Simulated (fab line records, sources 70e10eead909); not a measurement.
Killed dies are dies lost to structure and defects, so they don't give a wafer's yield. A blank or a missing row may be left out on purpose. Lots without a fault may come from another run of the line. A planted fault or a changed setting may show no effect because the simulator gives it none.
Chamber matching | flow nand_harc | NHARC_P_M1_STRIP_18 on rie_diel-03: 4 sister chambers
The step strips in N2/H2. 4 wafers are shown with their chamber, then 12 later ones without.

WAFERS WITH THEIR CHAMBER
wafer  | chamber | drypump_motor_current_A (A)
L087.4 | 0       | 5.7
L089.3 | 3       | 5.5
L091.5 | 2       | 6.6
L091.6 | 1       | 5.9

WAFERS WITHOUT THEIR CHAMBER
wafer  | drypump_motor_current_A (A)
L093.1 | 5.5
L093.4 | 5.7
L093.6 | 5.7
L095.1 | 6.6
L095.4 | 5.9
L095.5 | 5.9
L096.2 | 5.7
L096.3 | 5.4
L096.4 | 5.9
L097.1 | 6.6
L097.3 | 5.9
L097.6 | 5.7

WHICH CHAMBER EACH WENT THROUGH
wafer  | from the rows above | in truth
L093.1 | 3                   | 3
L093.4 | 0                   | 0
L093.6 | 0                   | 0
L095.1 | 2                   | 2
L095.4 | 1                   | 1
L095.5 | 1                   | 1
L096.2 | 0                   | 0
L096.3 | 3                   | 3
L096.4 | 1                   | 1
L097.1 | 2                   | 2
L097.3 | 1                   | 1
L097.6 | 0                   | 0
Placed correctly: 12 of 12. Can't be placed from these rows: 0. Placed wrongly: 0.
How it was worked out, from the rows above alone: a wafer's distance from a chamber is the root of the sum, over the readings, of the square of ((its reading less the chamber's mean) divided by the reading's scatter). The wafer belongs to the nearest chamber; if the next one is less than 2 further off, it can't be placed. A chamber's mean is the mean of its shown wafers. The scatter: with one shown wafer a chamber, the root of the mean of the squares of how far each hidden wafer lies from its nearest shown one.
